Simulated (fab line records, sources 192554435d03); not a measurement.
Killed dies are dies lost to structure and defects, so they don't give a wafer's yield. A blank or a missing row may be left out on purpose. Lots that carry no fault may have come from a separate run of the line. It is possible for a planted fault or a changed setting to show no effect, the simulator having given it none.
fab line records | flow n5Finfet
[record] lots = 5 wafers = 15 lastDay = 20
route steps=1938 shown BEOL_M4@1099 BEOL_M5@1112 BEOL_M7@1326 PASSIVATION@1936
lots with no fault: from the same line, run without faults
startH: the number of hours between the record's first day and the start of the first shown wafer of the lot | waitH: time in hours since the lot's previous step | " repeats the value in the row above | L1.1+2: several wafers, shown together as one row | - no value present, or no start provided | * or withheld: withheld | < > ~ a bound
route shown NAME@n: NAME is a module with steps in the file, n the number in the route of the first one | usual: mean/standard deviation of fault-free wafers | same: alike in all rows | chamber/n: place in a boat | sites: the reading at each site | _std_site: how widely they spread, as a standard deviation | _edge_site: outer sites' mean less inner sites' | radiusMm: for every site, how far away it sits from the centre of the wafer | mask NAME#n: copy n | behind: the tool/chamber that last shaped the wafer | hold: why the lot was held/for how many hours/how that ended | device: the n, p or np transistor that did not switch | end of line: tests of these same wafers at the route's end | a step given without rows: its recipe and nothing more | killed: count of dies lost to structure and defects at first sort (not the wafer's yield) | map: a wafer's dies, marking killed ones x, the rest . and places with no die _
set.NAME: the run value of the setting; set.NAME@STEP: its run value at that earlier step | model.NAME: the simulator's own value behind a step, which no gauge read
a table for each step, a row for each wafer; lots at some steps of the route
services: when a tool's chamber went out of use (startH, in hours from the record's first day, below 0 if earlier), for how many hours, and the reason
[[steps]]
[step N5_BEOL_M4_ANNEAL_95]
[recipe] tempC = 400 timeS = 240 ambient = vacuum
[step N5_BEOL_M4_SPUTTER_96]
[recipe] material = Cu targetThkA = 45 tempC = -20 chamberPressurePa = 0.07 powerW = withheld timeS = 8.29
[step N5_BEOL_M4_ECD_50]
[recipe] material = Cu targetThkA = 3000
[step N5_BEOL_M4_ANNEAL_51]
[recipe] tempC = 225 timeS = 90 ambient = N2
[step N5_BEOL_M4_CMP_52]
[recipe] stopOn = SiOC tOverpolishS = 6.8 downForcePsi = 1 platenRpm = 50 clearingPlatenDownForcePsi = 1.5 clearingPlatenRpm = 50 postCmpClean = cuAlkaline targetThkNm = 40 clearingPlatenPadVelocityMS = 0.99484 padVelocityMS = 0.99484
[step N5_BEOL_M4_PRE_CLEAN_60]
[recipe] gas = NH3/H2 timeS = 15 tempC = * rfPowerW = 300
[step N5_BEOL_M4_CO_CAP_55]
[recipe] material = Co targetThkA = 20 tempC = 200 precursor = CCTBA/H2 pressureTorr = 30 timeS = 102.1
[step N5_BEOL_M4_PRE_CLEAN_56]
[recipe] gas = NH3 timeS = 15 tempC = withheld rfPowerW = 300
[step N5_BEOL_M4_DEP_57]
[recipe] material = SiCN targetThkA = 80 tempC = withheld precursor = 3MS/NH3 pressureTorr = 3 rfW = 202 timeS = 14
[step N5_BEOL_M4_RC_MEAS_101]
[usual] DIBL_N = 36.5/2.1 DIBL_P = 36.6/2.6 IOFF_N = 0.17/0.044 IOFF_P = 0.21/0.048 ION_N = 674/17 ION_P = 462/9.5 SS_N = 71.6/0.77 SS_P = 73.5/0.72 VT_N = 250/4.2 VT_P = -250/3.9
// columns lot.wafer tool chamber startH waitH DIBL_N[mV/V] DIBL_P[mV/V] IOFF_N[nA/um] IOFF_P[nA/um] ION_N[uA/um] ION_P[uA/um] SS_N[mV/dec] SS_P[mV/dec] VT_N[mV] VT_P[mV]
L502.2 prober-01 0 222.23 0.2 38.8 38.2 0.22 0.28 694 478 71.5 73.9 248 -245
L502.4 " 0 " " 36.1 34.2 0.15 0.22 664 464 72.0 73.1 253 -247
L502.5 " 0 " " 35.9 34.6 0.16 0.22 666 463 70.9 72.9 251 -248
L500.2 prober-02 0 224.10 0.2 37.1 37.2 0.17 0.21 691 472 72.0 74.0 245 -249
L500.3 " 0 " " 36.6 36.6 0.16 0.19 674 457 71.5 73.0 252 -251
L500.6 " 0 " " 35.1 34.1 0.13 0.16 654 447 71.1 72.8 253 -253
L501.2 prober-02 0 227.73 0.2 40.7 41.2 0.20 0.24 685 462 71.9 73.8 248 -251
L501.3 " 0 " " 37.9 39.1 0.15 0.21 673 468 71.8 73.7 253 -252
L501.6 " 0 " " 38.2 39.8 0.17 0.23 675 465 70.8 73.9 250 -248
L515.2 prober-01 0 300.08 0.2 36.9 36.9 0.19 0.27 669 465 71.8 73.9 249 -243
L515.3 " 0 " " 35.1 35.0 0.15 0.23 673 473 70.8 73.1 248 -245
L515.6 " 0 " " 35.9 35.6 0.16 0.24 688 479 71.6 73.9 250 -245
L520.1 prober-02 0 339.33 0.0 34.6 34.2 0.13 0.18 663 459 71.0 72.8 254 -249
L520.5 " 0 " " 32.9 32.6 0.10 0.16 651 451 70.6 72.4 257 -253
L520.6 " 0 " " 36.7 37.1 0.17 0.22 676 464 70.9 73.0 251 -249
[step N5_BEOL_M5_ILD_DEP_00]
[recipe] material = SiCOH_lowk targetThkA = 1406.4 tempC = 300 precursor = DEMS/porogen pressureTorr = 5 rfW = 500 timeS = 25.9
[step N5_BEOL_M5_CURE_79]
[recipe] tempC = 385 timeS = 240 ambient = He/Ar material = SiCOH_lowk
[step N5_BEOL_M5_PECVD_70]
[recipe] material = SiO2 targetThkA = 160 tempC = 400 precursor = TEOS/O2 pressureTorr = 5.5 rfW = 450 teosFlowSccm = 53.8 gas = O2 flowSccm = 3000 timeS = 18
[step N5_BEOL_M5_HM_DEP_02]
[recipe] material = TiN targetThkA = 200 tempC = 25 chamberPressurePa = 0.49996
[step N5_BEOL_M5_COAT_59]
[recipe] resist = SOC tempC = 250 timeS = 60 spinRpm = 1500 resistThkNm = 60
[step N5_BEOL_M5_COAT_60]
[recipe] resist = SiARC tempC = 220 timeS = 60 spinRpm = 1500 resistThkNm = 12
[step N5_BEOL_M5_COAT_71]
[recipe] resist = underlayer tempC = 205 timeS = 60 spinRpm = 1500 resistThkNm = 5
[step N5_BEOL_M5_COAT_05]
[recipe] resist = CAR-EUV spinRpm = 1500 resistThkNm = 30
[step N5_BEOL_M5_EBR_07]
[recipe] solvent = PGMEA ebrWidthMm = 1.5
[step N5_BEOL_M5_SOFTBAKE_06]
[recipe] tempC = 110 timeS = 60 resist = CAR-EUV
[step N5_BEOL_M5_EXPOSE_08]
[recipe] maskId = M5 na = 0.33 sourceShape = annular sigmaInner = 0.4 sigmaOuter = 0.8 polarization = unpolarized targetCdNm = 28 doseMj = 35.75
[step N5_BEOL_M5_PEB_09]
[recipe] pebTempC = 100 pebTimeS = 60 resist = CAR-EUV
[step N5_BEOL_M5_DEVELOP_10]
[recipe] developTimeS = 30 developer = TMAH resist = CAR-EUV rinseLiquid = surfactantRinse dry = airSpin devTempC = 23
[step N5_BEOL_M5_DESCUM_16]
[recipe] chemistry = O2 timeS = 7 sourcePowerW = 50 biasPowerW = 20 pressureMtorr = 20 rfFrequencyHz = 2.712e+07 tempC = 40 resist = CAR-EUV o2FlowSccm = 225
[step N5_BEOL_M5_ETCH_72]
[recipe] chemistry = N2/H2 target = underlayer targetDepthA = 65 maskMaterial = CAR-EUV timeS = 5.2 ionEnergyEv = 200 pressureMtorr = 30 sourceW = 840 biasW = 150 n2FlowSccm = 200 h2FlowSccm = 200 ends = cleared
[step N5_BEOL_M5_ETCH_61]
[recipe] chemistry = CF4 target = SiARC targetDepthA = 156 maskMaterial = CAR-EUV timeS = 26 ionEnergyEv = 80 pressureMtorr = 40 sourceW = 545 biasW = 36 Ar_flow_sccm = 100 cf4FlowSccm = 100 ends = cleared
[step N5_BEOL_M5_ETCH_62]
[recipe] chemistry = N2/H2 target = SOC targetDepthA = 750 overetchA = 150 maskMaterial = SiARC tempC = 40 timeS = 112.5 ionEnergyEv = 200 pressureMtorr = 30 sourceW = 840 biasW = 150 n2FlowSccm = 200 h2FlowSccm = 200
[step N5_BEOL_M5_STRIP_63]
[recipe] chemistry = N2/H2 tempC = 40 n2FlowSccm = 200 h2FlowSccm = 200 rfFrequencyHz = 6e+07
[step N5_BEOL_M5_STRIP_73]
[recipe] chemistry = N2/H2 tempC = 40 n2FlowSccm = 200 h2FlowSccm = 200 rfFrequencyHz = 6e+07
[step N5_BEOL_M5_STRIP_64]
[recipe] chemistry = CF4 resist = SiARC powerW = 300 biasPowerW = 75 pressureMtorr = 50 cf4FlowSccm = 150 rfFrequencyHz = 6e+07
[step N5_BEOL_M5_HM_OPEN_17]
[recipe] chemistry = Cl2/BCl3 targetDepthA = 200 overetchA = 60 target = TiN maskMaterial = SOC ionEnergyEv = 150 pressureMtorr = 10 icpW = 1000 biasW = 126 Cl2_flow_sccm = 53.25 bcl3FlowSccm = 21.75 Ar_flow_sccm = 25
[step N5_BEOL_M5_STRIP_19]
[recipe] chemistry = O2 powerW = 400 tempC = 40 pressureMtorr = 30 rfFrequencyHz = 6e+07 biasPowerW = 0 overashFraction = 0.2 o2FlowSccm = 225
[step N5_BEOL_M5_COAT_65]
[recipe] resist = SOC tempC = 250 timeS = 60 spinRpm = 1500 resistThkNm = 60
[step N5_BEOL_M5_COAT_66]
[recipe] resist = SiARC tempC = 220 timeS = 60 spinRpm = 1500 resistThkNm = 12
[step N5_BEOL_M7_CMP_52]
[recipe] stopOn = SiCOH_lowk tOverpolishS = 6.9 downForcePsi = 1 platenRpm = 50 clearingPlatenDownForcePsi = 1.5 clearingPlatenRpm = 50 postCmpClean = cuAlkaline targetThkNm = 80 clearingPlatenPadVelocityMS = 0.99484 padVelocityMS = 0.99484
[usual] barrierFieldEndpointS = 29.0/0.86 clearingPlatenDownForcePsi = 1.500/0.0031 clearingPlatenRpm = 49.997/0.025 motorCurrentA = 6.3/0.69 overpolishRunS = 6.899/0.0095 retainingRingPressureFrac = 1.000/0.0048 timeToEndpointS = 63/3.7
// columns lot.wafer tool chamber startH waitH barrierFieldEndpointS clearingPlatenDownForcePsi clearingPlatenRpm motorCurrentA overpolishRunS retainingRingPressureFrac timeToEndpointS model.Cu_of_BEOL_M7_ECD_50.thkNm model.SiO2_of_BEOL_M7_PECVD_70.thkNm
L502.4 cmp-04 2 254.22 0.2 - - - - - - - 298.2 20.2
L502.2 " 0 " " - - - - - - - 294.8 19.8
L502.5 " 1 " " - - - - - - - 300 20.2
L500.3 cmp-04 1 256.82 0.2 - - - - - - - 300.8 19.4
L500.2 " 0 " " - - - - - - - 302.2 19.4
L500.6 " 1 " " - - - - - - - 301 20
L501.3 cmp-04 2 261.50 0.2 - - - - - - - 299.4 20
L501.2 " 3 " " - - - - - - - 297.6 20
L501.6 " 3 " " - - - - - - - 302.4 20
L515.3 cmp-04 1 335.19 0.2 29.1 1.502 49.992 6.7 6.895 1.001 65 76.8 0
L515.2 " 2 " " 29.6 1.499 50.013 5.4 6.895 1.002 61 80.6 0
L515.6 " 2 " " 29.8 1.500 50.015 5.4 6.911 1.002 66 77.6 0
L520.1 cmp-04 3 369.51 0.3 30.0 1.501 49.979 6.2 6.891 1.009 62 80.2 0
L520.5 " 3 " " 30.4 1.502 49.992 6.3 6.902 1.005 65 80.8 0
L520.6 " 0 " " 29.4 1.497 49.988 6.1 6.896 0.993 61 79.6 0
[step N5_BEOL_M7_THK_MEAS_53]
[recipe] thkMeasGauge = xrf reads = Cu_of_BEOL_M7_ECD_50
[usual] M7_THK = 78.8/2.6
// columns lot.wafer tool chamber startH waitH M7_THK[nm]
L502.2 filmMetro-01 - 254.48 0.1 293.1
L502.4 " - " " 295.8
L502.5 " - " " 298.0
L500.2 filmMetro-02 - 257.11 0.1 299.2
L500.3 " - " " 297.9
L500.6 " - " " 297.5
L501.2 filmMetro-02 - 261.79 0.2 293.6
L501.3 " - " " 296.4
L501.6 " - " " 298.4
L515.2 filmMetro-01 - 335.48 - 79.6
L515.3 " - " " 75.8
L515.6 " - " " 76.6
L520.1 filmMetro-02 - 369.80 - 79.3
L520.5 " - " " 79.5
L520.6 " - " " 78.6
[step N5_BEOL_M7_RS_MEAS_57]
[recipe] thkMeasGauge = four-point-probe reads = Cu_of_BEOL_M7_ECD_50+Co_of_BEOL_M7_CVD_78+TaN_of_BEOL_M7_ALD_77
[usual] M7_RS = 0.289/0.011
// columns lot.wafer tool chamber startH waitH M7_RS[ohm/sq]
L502.2 filmMetro-02 - 254.61 0.1 0.066
L502.4 " - " " 0.065
L502.5 " - " " 0.065
L500.2 filmMetro-01 - 257.24 0.1 0.064
L500.3 " - " " 0.064
L500.6 " - " " 0.064
L501.2 filmMetro-01 - 261.92 0.1 0.065
L501.3 " - " " 0.065
L501.6 " - " " 0.064
L515.2 filmMetro-01 - 335.61 0.1 0.283
L515.3 " - " " 0.300
L515.6 " - " " 0.297
L520.1 filmMetro-01 - 369.94 0.1 0.286
L520.5 " - " " 0.283
L520.6 " - " " 0.288
[step N5_BEOL_M7_INSPECT_58]
[recipe] inspectInstrument = darkfield mode = postDep
[usual] rawDefectCount = 70/23
// columns lot.wafer tool chamber startH waitH rawDefectCount
L502.2 defectInspect-01 - 254.64 0.0 1341
L502.4 " - " " 1259
L502.5 " - " " 1303
L500.2 defectInspect-02 - 257.27 0.0 1291
L500.3 " - " " 1292
L500.6 " - " " 1279
L501.2 defectInspect-02 - 261.95 0.0 1327
L501.3 " - " " 1231
L501.6 " - " " 1282
L515.2 defectInspect-02 - 335.64 0.0 25
L515.3 " - " " 59
L515.6 " - " " 26
L520.1 defectInspect-01 - 369.96 0.0 68
L520.5 " - " " 101
L520.6 " - " " 53
[step N5_PASSIVATION_PROBE_49]
[usual] defectLimitedYield = 91.2/1.5 killed_at_M0_to_M3 = 36/10 killed_at_M4_up = 14/5.2 killedAtContacts = 12/6 killedAtFrontEnd = 37/10 killedAtOther = 4/3.3 killedDies = 104/18 killedOnRim = 14/4.1 killedOpen = 68/14 killedShort = 34/7.4 sort_bin_5_function = 5.2/1 sort_bin_6_memory = 3.3/0.7 sort_bin_8_speed = 0.01/0.045 sortNPass = 1076/18 sortYieldPct = 91.2/1.5
[same] grossDies = 1180 killedAtBackSide = 0 sort_bin_4_leakage[%] = 0
// columns lot.wafer tool chamber startH waitH defectLimitedYield[%] killed_at_M0_to_M3 killed_at_M4_up killedAtContacts killedAtFrontEnd killedAtOther killedDies killedOnRim killedOpen killedShort sort_bin_5_function[%] sort_bin_6_memory[%] sort_bin_8_speed[%] sortNPass sortYieldPct[%]
L502.2 prober-02 - 331.96 0.1 0 48 1087 15 27 3 1180 152 63 40 5.3 3.2 0 0 0
L502.4 prober-02 - 332.06 0.2 0 25 1114 11 28 2 1180 152 65 20 4.1 3.1 0 0 0
L502.5 prober-02 - 332.11 0.2 0 46 1080 9 42 3 1180 152 62 52 5.3 3.7 0 0 0
L501.2 prober-01 - 337.25 0.1 0 37 1099 9 34 1 1180 152 55 37 4.8 2.7 0 0 0
L501.3 prober-01 - 337.30 0.1 0 30 1105 2 41 2 1180 152 62 25 4.5 2.7 0 0 0
L501.6 prober-01 - 337.45 0.3 0 29 1112 5 31 3 1180 152 55 27 4.5 2.3 0 0 0
L500.2 prober-01 - 338.32 0.1 0 43 1095 8 31 3 1180 152 66 27 4.2 3.4 0 0 0
L500.3 prober-01 - 338.37 0.1 0 35 1120 6 19 0 1180 152 42 25 3.0 2.5 0 0 0
L500.6 prober-01 - 338.52 0.3 0 42 1098 8 28 4 1180 152 58 37 4.5 3.2 0 0 0
// killed by level:class
L502.2 BEOL_M7:areaCmp=1076 BEOL_M0_SAQP:geometricParticle:short=19 BEOL_M0_SAQP:geometricParticle:open=14 MOL_CONTACT_COAG:geometricParticle:open=11 BEOL_M2:geometricParticle:open=6 ILD0:geometricParticle:open=5 BEOL_M3:geometricParticle:open=5 FIN_SAQP:geometricParticle:short=4
L502.4 BEOL_M7:areaCmp=1095 MOL_CONTACT_COAG:geometricParticle:open=11 DUMMY_GATE:geometricParticle:open=9 BEOL_M0_SAQP:geometricParticle:open=8 BEOL_M3:geometricParticle:open=8 FIN_SAQP:geometricParticle:open=5 BEOL_M0_SAQP:geometricParticle:short=5 BEOL_M4:geometricParticle:short=5
L502.5 BEOL_M7:areaCmp=1064 BEOL_M0_SAQP:geometricParticle:short=19 BEOL_M0_SAQP:geometricParticle:open=14 ILD0:geometricParticle:open=10 FIN_SAQP:geometricParticle:short=9 BEOL_M4:geometricParticle:open=7 BEOL_M2:geometricParticle:open=6 MOL_CONTACT_COAG:geometricParticle:open=5
L501.2 BEOL_M7:areaCmp=1088 FIN_SAQP:geometricParticle:short=12 BEOL_M1:geometricParticle:open=11 MOL_CONTACT_COAG:geometricParticle:open=7 STI_FIN_REVEAL:geometricParticle:open=6 BEOL_M2:geometricParticle:open=6 BEOL_M4:geometricParticle:open=6 BEOL_M0_SAQP:geometricParticle:short=5
L501.3 BEOL_M7:areaCmp=1093 STI_FIN_REVEAL:geometricParticle:open=12 BEOL_M2:geometricParticle:open=11 FIN_SAQP:geometricParticle:short=9 FIN_SAQP:geometricParticle:open=5 GATE_CUT:geometricParticle:short=5 BEOL_M1:geometricParticle:open=5 BEOL_M2:geometricParticle:short=4
L501.6 BEOL_M7:areaCmp=1097 BEOL_M1:geometricParticle:open=10 STI_FIN_REVEAL:geometricParticle:open=8 FIN_SAQP:geometricParticle:open=7 MOL_CONTACT_COAG:geometricParticle:open=5 BEOL_M1:geometricParticle:short=5 BEOL_M2:geometricParticle:open=4 BEOL_M4:geometricParticle:open=4
L500.2 BEOL_M7:areaCmp=1085 BEOL_M0_SAQP:geometricParticle:open=10 BEOL_M0_SAQP:geometricParticle:short=9 BEOL_M1:geometricParticle:open=8 MOL_CONTACT_COAG:geometricParticle:open=7 DUMMY_GATE:geometricParticle:open=6 GATE_CUT:geometricParticle:open=6 BEOL_M2:geometricParticle:open=6
L500.3 BEOL_M7:areaCmp=1112 BEOL_M2:geometricParticle:open=8 MOL_CONTACT_COAG:geometricParticle:open=6 BEOL_M1:geometricParticle:open=6 FIN_SAQP:geometricParticle:open=4 BEOL_M1:geometricParticle:short=4 BEOL_M0_SAQP:geometricParticle:open=4 BEOL_M0_SAQP:geometricParticle:short=4
L500.6 BEOL_M7:areaCmp=1085 BEOL_M0_SAQP:geometricParticle:open=11 BEOL_M1:geometricParticle:open=7 BEOL_M4:geometricParticle:open=7 MOL_CONTACT_COAG:geometricParticle:open=6 BEOL_M0_SAQP:geometricParticle:short=6 FIN_SAQP:geometricParticle:open=5 STI_FIN_REVEAL:geometricParticle:open=5
// map L500.2 (x killed, . not)
_________________xxxxxxxxxxxx________________
______________xxxxxxxxxxxxxxxxxx_____________
___________xxxxxxxxxxxxxxxxxxxxxxxx__________
__________xxxxxxxxxxxxxxxxxxxxxxxxxx_________
________xxxxxxxxxxxxxxxxxxxxxxxxxxxxxx_______
_______xxxxxxxxxxxxxxxxxxxxxxxxxxxxxxxx______
______xxxxxxxxxxxxxxxxxxxxxxxxxxxxxxxxxx_____
_____xxxxxxxxxxxxxxxxxxxxxxxxxxxxxxxxxxxx____
____xxxxxxxxxxxxxxxxxxxxxxxxxxxxxxxxxxxxxx___
___xxxxxxxxxxxxxxxxxxxxxxxxxxxxxxxxxxxxxxxx__
___xxxxxxxxxxxxxxxxxxxxxxxxxxxxxxxxxxxxxxxx__
__xxxxxxxxxxxxxxxxxxxxxxxxxxxxxxxxxxxxxxxxxx_
__xxxxxxxxxxxxxxxxxxxxxxxxxxxxxxxxxxxxxxxxxx_
_xxxxxxxxxxxxxxxxxxxxxxxxxxxxxxxxxxxxxxxxxxxx
_xxxxxxxxxxxxxxxxxxxxxxxxxxxxxxxxxxxxxxxxxxxx
_xxxxxxxxxxxxxxxxxxxxxxxxxxxxxxxxxxxxxxxxxxxx
_xxxxxxxxxxxxxxxxxxxxxxxxxxxxxxxxxxxxxxxxxxxx
_xxxxxxxxxxxxxxxxxxxxxxxxxxxxxxxxxxxxxxxxxxxx
_xxxxxxxxxxxxxxxxxxxxxxxxxxxxxxxxxxxxxxxxxxxx
_xxxxxxxxxxxxxxxxxxxxxxxxxxxxxxxxxxxxxxxxxxxx
_xxxxxxxxxxxxxxxxxxxxxxxxxxxxxxxxxxxxxxxxxxxx
__xxxxxxxxxxxxxxxxxxxxxxxxxxxxxxxxxxxxxxxxxx_
__xxxxxxxxxxxxxxxxxxxxxxxxxxxxxxxxxxxxxxxxxx_
___xxxxxxxxxxxxxxxxxxxxxxxxxxxxxxxxxxxxxxxx__
___xxxxxxxxxxxxxxxxxxxxxxxxxxxxxxxxxxxxxxxx__
____xxxxxxxxxxxxxxxxxxxxxxxxxxxxxxxxxxxxxx___
_____xxxxxxxxxxxxxxxxxxxxxxxxxxxxxxxxxxxx____
______xxxxxxxxxxxxxxxxxxxxxxxxxxxxxxxxxx_____
_______xxxxxxxxxxxxxxxxxxxxxxxxxxxxxxxx______
________xxxxxxxxxxxxxxxxxxxxxxxxxxxxxx_______
__________xxxxxxxxxxxxxxxxxxxxxxxxxx_________
___________xxxxxxxxxxxxxxxxxxxxxxxx__________
______________xxxxxxxxxxxxxxxxxx_____________
_________________xxxxxxxxxxxx________________
// map L501.2 (x killed, . not)
_________________xxxxxxxxxxxx________________
______________xxxxxxxxxxxxxxxxxx_____________
___________xxxxxxxxxxxxxxxxxxxxxxxx__________
__________xxxxxxxxxxxxxxxxxxxxxxxxxx_________
________xxxxxxxxxxxxxxxxxxxxxxxxxxxxxx_______
_______xxxxxxxxxxxxxxxxxxxxxxxxxxxxxxxx______
______xxxxxxxxxxxxxxxxxxxxxxxxxxxxxxxxxx_____
_____xxxxxxxxxxxxxxxxxxxxxxxxxxxxxxxxxxxx____
____xxxxxxxxxxxxxxxxxxxxxxxxxxxxxxxxxxxxxx___
___xxxxxxxxxxxxxxxxxxxxxxxxxxxxxxxxxxxxxxxx__
___xxxxxxxxxxxxxxxxxxxxxxxxxxxxxxxxxxxxxxxx__
__xxxxxxxxxxxxxxxxxxxxxxxxxxxxxxxxxxxxxxxxxx_
__xxxxxxxxxxxxxxxxxxxxxxxxxxxxxxxxxxxxxxxxxx_
_xxxxxxxxxxxxxxxxxxxxxxxxxxxxxxxxxxxxxxxxxxxx
_xxxxxxxxxxxxxxxxxxxxxxxxxxxxxxxxxxxxxxxxxxxx
_xxxxxxxxxxxxxxxxxxxxxxxxxxxxxxxxxxxxxxxxxxxx
_xxxxxxxxxxxxxxxxxxxxxxxxxxxxxxxxxxxxxxxxxxxx
_xxxxxxxxxxxxxxxxxxxxxxxxxxxxxxxxxxxxxxxxxxxx
_xxxxxxxxxxxxxxxxxxxxxxxxxxxxxxxxxxxxxxxxxxxx
_xxxxxxxxxxxxxxxxxxxxxxxxxxxxxxxxxxxxxxxxxxxx
_xxxxxxxxxxxxxxxxxxxxxxxxxxxxxxxxxxxxxxxxxxxx
__xxxxxxxxxxxxxxxxxxxxxxxxxxxxxxxxxxxxxxxxxx_
__xxxxxxxxxxxxxxxxxxxxxxxxxxxxxxxxxxxxxxxxxx_
___xxxxxxxxxxxxxxxxxxxxxxxxxxxxxxxxxxxxxxxx__
___xxxxxxxxxxxxxxxxxxxxxxxxxxxxxxxxxxxxxxxx__
____xxxxxxxxxxxxxxxxxxxxxxxxxxxxxxxxxxxxxx___
_____xxxxxxxxxxxxxxxxxxxxxxxxxxxxxxxxxxxx____
______xxxxxxxxxxxxxxxxxxxxxxxxxxxxxxxxxx_____
_______xxxxxxxxxxxxxxxxxxxxxxxxxxxxxxxx______
________xxxxxxxxxxxxxxxxxxxxxxxxxxxxxx_______
__________xxxxxxxxxxxxxxxxxxxxxxxxxx_________
___________xxxxxxxxxxxxxxxxxxxxxxxx__________
______________xxxxxxxxxxxxxxxxxx_____________
_________________xxxxxxxxxxxx________________
[[services]]
// columns tool chamber startH hours kind
cmp-04 - 346.47 12.1 pm
[[key]]
[firstSign] step = N5_BEOL_M7_CMP_52 reading = toolRecord direction = missing
[effect] step = N5_BEOL_M7_THK_MEAS_53 reading = M7_THK direction = up sigmas = 85 usual = 78.8 struck = 296.7
[effect] step = N5_BEOL_M7_RS_MEAS_57 reading = M7_RS direction = down sigmas = 21 usual = 0.289 struck = 0.065
[effect] step = N5_BEOL_M7_INSPECT_58 reading = rawDefectCount direction = up sigmas = 54 usual = 70 struck = 1289
[effect] step = N5_PASSIVATION_PROBE_49 reading = killed_at_M4_up direction = up sigmas = 99+ usual = 14 struck = 1101
[modelEffect] step = N5_BEOL_M7_CMP_52 value = Cu_of_BEOL_M7_ECD_50.thkNm without = 79.27 struck = 299.6
[moreKillsBornAt] N5_BEOL_M7_CMP_52@cmp-04 = 9795
metAt N5_BEOL_M7_CMP_52
struckWafers L500.2,L500.3,L500.6,L501.2,L501.3,L501.6,L502.2,L502.4,L502.5
laterRowsLeftOut L500.2,L500.3,L500.6,L501.2,L501.3,L501.6,L502.2,L502.4,L502.5
[fault] kind = skippedStepWhole tool = cmp-04 chamber = - onsetH = 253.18 steps = N5_BEOL_M7_CMP_52 scope = struckLotsOnly
// laterRowsLeftOut: the simulator's readings of these wafers behind a module that went badly wrong aren't trusted and aren't shown, but for the sort
